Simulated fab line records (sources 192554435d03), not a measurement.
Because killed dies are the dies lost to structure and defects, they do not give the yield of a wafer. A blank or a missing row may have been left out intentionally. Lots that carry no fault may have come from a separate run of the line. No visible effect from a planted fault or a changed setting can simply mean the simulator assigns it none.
Split-lot study	flow n5 finfet	21 wafers read across 7 lots, on a route 1938 steps long

== THE SPLIT ITSELF ==
At N5_MOL_CONTACT_COAG_ALD_27 (deposits SiOC, target thk 17 nm, pulse time 1.5 s, time 2720 s), the setting ald cycles was moved away from the recipe's 340 on 7 of the 21 wafers read, by -16.2% to +15.6%. All remaining wafers had this setting at the recipe value.

Reading taken at the split's own step.

== THE READING ==
SiOC_of_MOL_CONTACT_COAG_ALD_27.thk nm (the simulator's own value, which no gauge read), in nm, at N5_MOL_CONTACT_COAG_ALD_27 (deposits SiOC, target thk 17 nm, pulse time 1.5 s, time 2720 s). No usual value for it is given in the file. Here, 14 wafers ran the recipe; their average is 17.0 nm with a standard deviation of 0.091 nm.

wafer	tool, chamber at the split	ald cycles as run	against the recipe	SiOC_of_MOL_CONTACT_COAG_ALD_27.thk nm, nm	against lot-mates on the recipe
L074.1	ald sin-02, 1	340	recipe	17	-
L074.2	ald sin-02, 3	285	-16.2%	14.2	-2.8
L074.4	ald sin-02, 0	285	-16.2%	14	-3.0
L077.1	ald sin-02, 3,0,3	340	recipe	17	-
L077.5	ald sin-02, 3,0,3	340	recipe	17	-
L077.6	ald sin-02, 3,0,3	340	recipe	17	-
L079.1	ald sin-01, 0	340	recipe	17	-
L079.2	ald sin-01, 3,1	379	+11.5%	19	+2.0
L079.3	ald sin-01, 3,1	379	+11.5%	19	+2.0
L080.1	ald sin-01, 0,2	340	recipe	17	-
L080.4	ald sin-01, 0,2	340	recipe	17	-
L080.6	ald sin-01, 0	340	recipe	16.8	-
L084.2	ald sin-03, 0	340	recipe	17.2	-
L084.3	ald sin-03, 3	288	-15.3%	14.2	-2.9
L084.6	ald sin-03, 1	340	recipe	17	-
L090.2	ald sin-01, 1	340	recipe	17	-
L090.4	ald sin-01, 2	373	+9.7%	18.6	+1.7
L090.5	ald sin-01, 2	340	recipe	16.8	-
L092.1	ald sin-01, 0,3	340	recipe	17	-
L092.2	ald sin-01, 0,3	340	recipe	17	-
L092.3	ald sin-01, 1	393	+15.6%	19.6	+2.6
Rows listing several chambers each stand for several wafers; the file does not say which wafer went through which chamber.

THE FIT
A straight line over all 21 wafers: SiOC_of_MOL_CONTACT_COAG_ALD_27.thk nm changes by +0.176 nm for each +1% of ald cycles; r = +1.00; the points scatter about the line by 0.094 nm.
The same after taking each lot's own level away (the mean of its wafers on the recipe; 21 wafers): +0.178 nm for each +1%; r = +1.00; scatter 0.086 nm.
That fit puts the effect of the largest move of ald cycles on the reading at 2.9 nm.
The span of the lots' own levels, 16.90 to 17.10 nm, comes to 2.2 times the standard deviation stated above.
The two slopes agree, so the slope changes little with the lot-to-lot level.
Check: for one of the wafers moved furthest among these (-16.2%), held out of the fit, the line's prediction against its lot-mates is -2.93 nm. It came out at -2.8 nm against them.

== OTHER SPLITS APPLIED TO THESE WAFERS ==
These wafers also went through other splits before the reading. Each is held against what the fit with the lots' levels taken away leaves over:
other split on the same wafers	wafers away from the commonest value	r with SiOC_of_MOL_CONTACT_COAG_ALD_27.thk nm (lot level and that fit taken away)
N5_MOL_CONTACT_COAG_COAT_02 spin rpm	7	+0.18

== FILE'S OWN FIT ==
SiOC_of_MOL_CONTACT_COAG_ALD_27.thk nm changes by +0.178 nm for each +1% of ald cycles, r = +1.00.
